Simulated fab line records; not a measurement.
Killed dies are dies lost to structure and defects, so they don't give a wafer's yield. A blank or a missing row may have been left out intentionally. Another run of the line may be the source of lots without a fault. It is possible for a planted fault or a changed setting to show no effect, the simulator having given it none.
fab line records | flow nandHarc
record lots=12 wafers=36 lastDay=33
route steps=1302 shown P_ZERO_WELL@19 P_GATE@143 END@1302
lots untouched by any fault: they come from a run of this same line in which no faults occurred
startH: the number of hours between the record's first day and the start of the first shown wafer of the lot | waitH: how many hours have passed since the lot's step before this one | " unchanged from the row above | L1.1+2: one row covering several wafers at once | - no value, or no start was given | * or withheld: withheld | < > ~ a bound
route shown NAME@n: names a module that has steps shown in the file, with the first one's number in the route | usual: mean and standard deviation over wafers with no fault | same: alike in all rows | chamber/n: place in a boat | sites: the reading at each site | _std_site: the values' standard deviation | _edge_site: the outer-site mean with the inner-site mean subtracted | radiusMm: for every site, how far away it sits from the centre of the wafer | mask NAME#n: copy n | behind: the tool/chamber that last shaped the wafer | hold: what put the lot on hold/how long, in hours/how the hold closed | device: the n, p or np transistor that did not switch | end of line: tests run on the same wafers once the route is complete | a step given without rows: its recipe and nothing more | killed: dies lost to structure and defects at the first sort, not the wafer's yield | map: dies across one wafer; x = killed, . = not, _ = none there
set.NAME: the setting as run; set.NAME@STEP: as run at that earlier step | model.NAME: the simulator's own value behind a step, which no gauge read
steps of the route over a sample of lots; a table a step, a row a wafer
services: from which hour (startH, from the record's first day; less than 0 if before it) a tool's chamber was out of use, for how many hours, and why
## steps
# step NHARC_P_ZERO_WELL_ETCH_63
# recipe targetDepthA=1200 timeS=40.1 hbrFlowSccm=150 cl2FlowSccm=50 rfW=400 icpW=400 biasW=100 chemistry=HBr/Cl2
# usual drypumpMotorCurrentA=5.7/0.32 heBacksideLeakSccm=2.61/0.27 oesProductAu=1.000/0.012 throttleValvePct=26.407/0.0092
# same timeS=40.1
# columns lot.wafer tool chamber startH waitH drypumpMotorCurrentA heBacksideLeakSccm oesProductAu rfHoursCounterH throttleValvePct
L745.3 rieSi-05 0 31.84 - 5.8 3.06 1.009 0.5 26.421
L745.1 " 1 " " 6.2 2.51 0.998 0.5 26.393
L745.5 " 3 " " 5.7 2.82 0.995 - 26.417
L747.3 rieSi-06 3 51.55 - 5.3 2.77 0.996 0.7 26.399
L747.2 " 0 " " 5.1 2.65 0.978 0.8 26.397
L747.6 " 2 " " 5.4 2.38 0.988 - 26.417
L748.2 rieSi-05 3 61.67 - 5.7 2.94 1.004 0.6 26.405
L748.1 " 0 " " 5.8 2.93 1.013 0.6 26.402
L748.3 " 1 " " 6.2 2.25 0.997 0.6 26.408
L750.1 rieSi-05 0 81.69 - 5.8 3.06 1.002 0.8 26.401
L750.4 " 2 " " 5.9 2.41 1.015 0.7 26.382
L750.6 " 1 " " 6.2 2.36 0.984 - 26.419
L751.4 rieSi-05 2 91.78 - 5.9 2.57 1.018 0.8 26.403
L751.1 " 3 " " 5.7 2.72 0.994 0.9 26.400
L751.6 " 2 " " 5.9 2.41 1.020 - 26.404
L753.3 rieSi-05 2 111.67 - 5.8 2.25 1.004 0.9 26.413
L753.1 " 3 " " 5.7 2.75 0.982 0.9 26.414
L753.2 " 1 " " 6.2 2.41 0.988 0.9 26.405
L758.1 rieSi-06 1 161.69 - 6.0 2.39 0.998 0.5 26.412
L758.4 " 2 " " 5.4 2.42 1.017 0.6 26.416
L758.5 " 0 " " 5.1 2.32 0.975 - 26.420
L759.2 rieSi-05 0 171.78 - 5.8 2.89 1.010 0.2 26.419
L759.3 " 1 " " 6.2 2.37 0.982 0.2 26.416
L759.5 " 3 " " 5.6 2.69 0.999 - 26.392
L761.4 rieSi-05 0 191.87 - 5.8 2.89 1.002 0.3 26.416
L761.2 " 2 " " 5.9 2.56 1.015 0.3 26.425
L761.5 " 0 " " 5.8 2.93 1.008 - 26.409
L763.2 rieSi-06 1 211.71 - 6.0 2.23 0.998 0.9 26.399
L763.1 " 3 " " 5.3 2.73 0.995 1.0 26.394
L763.4 " 0 " " 5.1 2.34 0.992 0.9 26.397
L765.3 rieSi-03 0 233.56 - 5.8 2.80 1.017 0.0 26.415
L765.2 " 3 " " 6.4 2.91 0.995 0.0 26.389
L765.6 " 1 " " 5.7 2.46 1.017 - 26.407
L767.3 rieSi-03 3 251.70 - 6.4 3.13 1.002 0.1 26.407
L767.6 " 1 " " 5.8 2.53 1.004 - 26.436
L767.5 " 2 " " 5.5 2.42 1.011 - 26.406
# step NHARC_P_ZERO_WELL_EXPOSE_49
# recipe na=0.6 targetCdNm=2000 doseMj=22.64 maskId=P_HVPW
# columns lot.wafer tool chamber startH waitH mask
L745.1+3+5 krfScanner-02 0 35.81 - P_HVPW#0
L747.2+3+6 krfScanner-01 0 55.46 - P_HVPW#0
L748.1+2+3 krfScanner-01 0 65.49 - P_HVPW#0
L750.1+4+6 krfScanner-03 0 85.64 - P_HVPW_R1#0
L751.1+4+6 krfScanner-03 0 99.51 - P_HVPW#0
L753.1+2+3 krfScanner-03 0 115.59 - P_HVPW#0
L758.1+4+5 krfScanner-03 0 165.70 - P_HVPW#0
L759.2+3+5 krfScanner-03 0 175.66 - P_HVPW#0
L761.2+4+5 krfScanner-03 0 195.92 - P_HVPW#0
L763.1+2+4 krfScanner-02 0 215.51 - P_HVPW#0
L765.2+3+6 krfScanner-01 0 237.36 - P_HVPW#0
L767.3+5+6 krfScanner-01 0 255.59 - P_HVPW#0
# step NHARC_P_ZERO_WELL_CD_MEAS_52
# recipe targetCdNm=2000 landingEnergyEv=500
# usual cdNm=1999.7/2
# columns lot.wafer tool chamber startH waitH cdNm
L745.1 cdSem-02 0 35.97 - 2000.7
L745.3 " 0 " " 2000.1
L745.5 " 0 " " 1998.6
L747.2 cdSem-02 0 55.61 - 1999.5
L747.3 " 0 " " 2001.0
L747.6 " 0 " " 1997.1
L748.1 cdSem-02 0 65.65 - 2001.3
L748.2 " 0 " " 2001.0
L748.3 " 0 " " 2000.7
L750.1 cdSem-03 0 85.80 - 1507.6
L750.4 " 0 " " 1509.5
L750.6 " 0 " " 1511.3
L751.1 cdSem-03 0 99.67 - 1999.1
L751.4 " 0 " " 1997.6
L751.6 " 0 " " 1998.0
L753.1 cdSem-03 0 115.75 - 2000.5
L753.2 " 0 " " 1997.7
L753.3 " 0 " " 1999.2
L758.1 cdSem-02 0 165.86 - 2001.7
L758.4 " 0 " " 2002.6
L758.5 " 0 " " 2001.2
L759.2 cdSem-02 0 175.82 - 2003.6
L759.3 " 0 " " 2000.0
L759.5 " 0 " " 2003.5
L761.2 cdSem-02 0 196.07 - 1998.3
L761.4 " 0 " " 2000.5
L761.5 " 0 " " 2001.9
L763.1 cdSem-01 0 215.67 - 1999.6
L763.2 " 0 " " 1996.5
L763.4 " 0 " " 2000.5
L765.2 cdSem-02 0 237.52 - 1999.0
L765.3 " 0 " " 1996.9
L765.6 " 0 " " 1999.3
L767.3 cdSem-02 0 255.74 - 1997.9
L767.5 " 0 " " 1998.0
L767.6 " 0 " " 1999.6
# step NHARC_P_GATE_INSPECT_28
# usual rawDefectCount=6.5/2.9
# columns lot.wafer tool chamber startH waitH rawDefectCount
L745.1 defectInspect-02 - 108.45 0.0 5
L745.3 " - " " 3
L745.5 " - " " 6
L747.2 defectInspect-02 - 126.78 0.0 9
L747.3 " - " " 9
L747.6 " - " " 5
L748.1 defectInspect-02 - 136.24 0.0 4
L748.2 " - " " 4
L748.3 " - " " 11
L751.1 defectInspect-02 - 175.02 0.0 6
L751.4 " - " " 8
L751.6 " - " " 8
L753.1 defectInspect-02 - 182.13 0.0 3
L753.2 " - " " 2
L753.3 " - " " 4
L758.1 defectInspect-02 - 242.49 0.0 8
L758.4 " - " " 6
L758.5 " - " " 7
L759.2 defectInspect-02 - 242.84 0.0 4
L759.3 " - " " 3
L759.5 " - " " 6
L761.2 defectInspect-02 - 265.38 0.0 5
L761.4 " - " " 4
L761.5 " - " " 7
L763.1 defectInspect-01 - 287.19 0.0 6
L763.2 " - " " 8
L763.4 " - " " 5
L765.2 defectInspect-01 - 305.43 0.0 6
L765.3 " - " " 11
L765.6 " - " " 3
L767.3 defectInspect-01 - 327.96 0.0 3
L767.5 " - " " 9
L767.6 " - " " 5
# step NHARC_P_GATE_DESCUM_31
# recipe timeS=3 o2FlowSccm=200 arFlowSccm=0 biasPowerW=0 chemistry=O2
# usual drypumpMotorCurrentA=5.9/0.46 oesProductAu=0.995/0.01 rfVppV=57.7/0.94 showerheadPlenumPTorr=1.87/0.087 throttleValvePct=11.310/0.0088
# same timeS=3
# columns lot.wafer tool chamber startH waitH drypumpMotorCurrentA oesProductAu rfHoursCounterH rfVppV showerheadPlenumPTorr throttleValvePct
L745.1 rieDiel-09 2 108.52 0.1 5.5 1.004 7 57.7 1.78 11.304
L745.3 " 3 " " 6.6 1.014 7 57.8 1.99 11.300
L745.5 " 1 " " 5.2 1.002 - 58.6 1.96 11.312
L747.3 rieDiel-07 0 126.84 0.1 6.8 0.987 0 57.4 1.92 11.293
L747.2 " 2 " " 6.0 1.000 0 56.5 1.78 11.310
L747.6 " 3 " " 6.0 0.997 - 58.1 1.97 11.307
L748.1 rieDiel-13 2 136.30 0.1 5.2 0.998 10 57.3 1.78 11.326
L748.3 " 3 " " 5.9 0.994 10 57.9 1.81 11.325
L748.2 " 1 " " 5.7 1.010 9 58.1 2.01 11.314
L751.1 rieDiel-09 2 175.08 0.1 5.5 0.990 2 57.2 1.78 11.327
L751.4 " 1 " " 5.2 1.004 2 56.3 1.96 11.309
L751.6 " 2 " " 5.5 1.011 - 56.2 1.78 11.293
L753.1 rieDiel-13 2 182.19 0.1 5.2 0.999 0 57.7 1.78 11.307
L753.2 " 3 " " 5.9 0.989 0 58.2 1.81 11.299
L753.3 " 1 " " 5.6 1.002 0 56.2 2.01 11.320
L758.4 rieDiel-13 0 242.57 0.1 6.1 0.995 3 57.3 1.82 11.297
L758.1 " 1 " " 5.6 1.001 2 58.7 2.01 11.317
L758.5 " 3 " " 5.9 0.999 - 56.5 1.81 11.309
L759.2 rieDiel-09 0 242.92 0.1 6.0 0.989 7 58.2 1.83 11.314
L759.3 " 1 " " 5.2 1.009 6 58.2 1.96 11.325
L759.5 " 3 " " 6.5 0.992 - 58.3 1.98 11.314
L761.4 rieDiel-13 1 265.44 0.1 5.7 1.010 3 59.0 2.01 11.310
L761.2 " 3 " " 5.9 0.980 4 58.2 1.80 11.308
L761.5 " 2 " " 5.2 0.993 - 57.6 1.78 11.296
L763.2 rieDiel-07 2 287.25 0.1 6.0 0.994 11 57.0 1.78 11.309
L763.1 " 0 " " 6.8 0.979 9 58.1 1.91 11.322
L763.4 " 1 " " 5.9 0.998 9 57.3 1.83 11.305
L765.3 rieDiel-09 3 305.49 0.1 6.6 0.978 12 58.6 1.98 11.303
L765.2 " 1 " " 5.1 0.985 10 57.8 1.96 11.311
L765.6 " 2 " " 5.5 0.991 - 57.9 1.78 11.311
L767.3 rieDiel-07 2 328.09 0.1 6.0 0.994 2 57.5 1.78 11.308
L767.6 " 0 " " 6.8 1.002 - 58.1 1.91 11.298
L767.5 " 1 " " 5.9 1.009 - 57.8 1.83 11.319
# step NHARC_END_SORT_01
# recipe tempC=25
# usual killedAtArray=53/19 killedAtOther=0.7/1.1 killedAtPeriphery=4.2/2.7 killedDies=58/18 killedOpen=3.1/1.9 killedShort=2.5/1.6
# same grossDies=677
# columns lot.wafer tool chamber startH waitH killedAtArray killedAtOther killedAtPeriphery killedDies killedOpen killedShort
L750.1 prober-01 0 616.15 2.5 53 0 618 671 6 4
L750.4 prober-01 0 618.55 3.4 43 0 623 666 1 3
L750.6 prober-01 0 620.16 4.0 29 1 640 670 2 1
# killed by level:class
L750.1 P_ZERO_WELL:areaExpose=610 A_CHANNEL_HOLE_D2:chamberFilmFlake=31 P_GATE:chamberFilmFlake=5 A_CHANNEL_HOLE_D1:chamberFilmFlake=4 A_STAIRCASE:chamberFilmFlake=4 A_CHANNEL_FILL_D1:chamberFilmFlake=3 A_ONON_D1:geometricParticle:open=2 A_ONON_D2:geometricParticle:short=2
L750.4 P_ZERO_WELL:areaExpose=621 A_CHANNEL_HOLE_D2:chamberFilmFlake=26 A_CHANNEL_HOLE_D1:chamberFilmFlake=5 A_CONTACT:chamberFilmFlake=3 A_WL_FILL:chamberFilmFlake=2 A_CHANNEL_FILL_D1:geometricParticle:open=1 A_CHANNEL_HOLE_D2:geometricParticle:short=1 A_SGD_CUT:geometricParticle:short=1
L750.6 P_ZERO_WELL:areaExpose=637 A_CHANNEL_HOLE_D2:chamberFilmFlake=17 A_CONTACT:chamberFilmFlake=4 P_GATE:chamberFilmFlake=3 A_CHANNEL_HOLE_D1:chamberFilmFlake=3 A_ONON_D1:geometricParticle:short=1 A_CHANNEL_HOLE_D2:geometricParticle:open=1 A_WL_FILL:geometricParticle:open=1
## services
# columns tool chamber startH hours kind
krfScanner-03 - 26.21 0.3 repair
krfScanner-01 - 27.26 1.8 repair
krfScanner-03 - 52.00 4.0 pm
rieDiel-09 1 87.61 7.8 repair
rieDiel-09 2 104.65 1.5 repair
rieDiel-13 1 106.15 4.5 repair
rieSi-05 - 128.00 9.0 pm
rieDiel-13 2 128.70 2.9 repair
krfScanner-01 - 140.00 4.0 pm
rieDiel-09 - 143.10 9.0 pm
rieSi-05 0 146.11 3.5 repair
krfScanner-01 - 153.35 0.2 repair
rieDiel-13 - 165.01 9.0 pm
krfScanner-03 - 179.88 0.3 repair
krfScanner-03 - 214.16 0.7 repair
rieSi-05 3 217.42 8.8 repair
krfScanner-03 - 224.00 4.0 pm
rieSi-05 2 230.30 11.2 repair
rieSi-05 3 250.58 7.9 repair
rieSi-05 0 252.08 2.0 repair
rieSi-05 2 254.17 6.2 repair
krfScanner-01 - 268.48 1.5 repair
krfScanner-03 - 288.14 0.6 repair
rieSi-05 - 305.00 9.0 pm
## key
firstSign step=NHARC_P_ZERO_WELL_EXPOSE_49 reading=mask direction=changed
effect step=NHARC_P_ZERO_WELL_CD_MEAS_52 reading=cdNm direction=down sigmas=99+ usual=1999.7 struck=1509.5
effect step=NHARC_END_SORT_01 reading=killedAtPeriphery direction=up sigmas=99+ usual=4.2 struck=627
moreKillsBornAt NHARC_P_ZERO_WELL_EXPOSE_49@krfScanner-03=1868
metAt NHARC_P_ZERO_WELL_EXPOSE_49
struckLots L750
laterRowsLeftOut L750.1,L750.4,L750.6
testerLeftOut L750
notActingAt NHARC_P_ZERO_WELL_ETCH_63,NHARC_P_GATE_INSPECT_28,NHARC_P_GATE_DESCUM_31
fault kind=wrongMask tool=any chamber=- onsetH=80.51 steps=NHARC_P_ZERO_WELL_EXPOSE_49 auxCopy=P_HVPW_R1#0 cdOffsetNm=-491.15 scope=struckLotsOnly
# testerLeftOut: of these lots the tester's yield and bins aren't shown, on N5 and GAA mostly nor the transistor test; their killed dies are dies lost to structure and defects alone, not to doping, threshold or leakage, so they don't give the yield
# laterRowsLeftOut: the simulator's readings of these wafers behind a module that went badly wrong aren't trusted and aren't shown, but for the sort
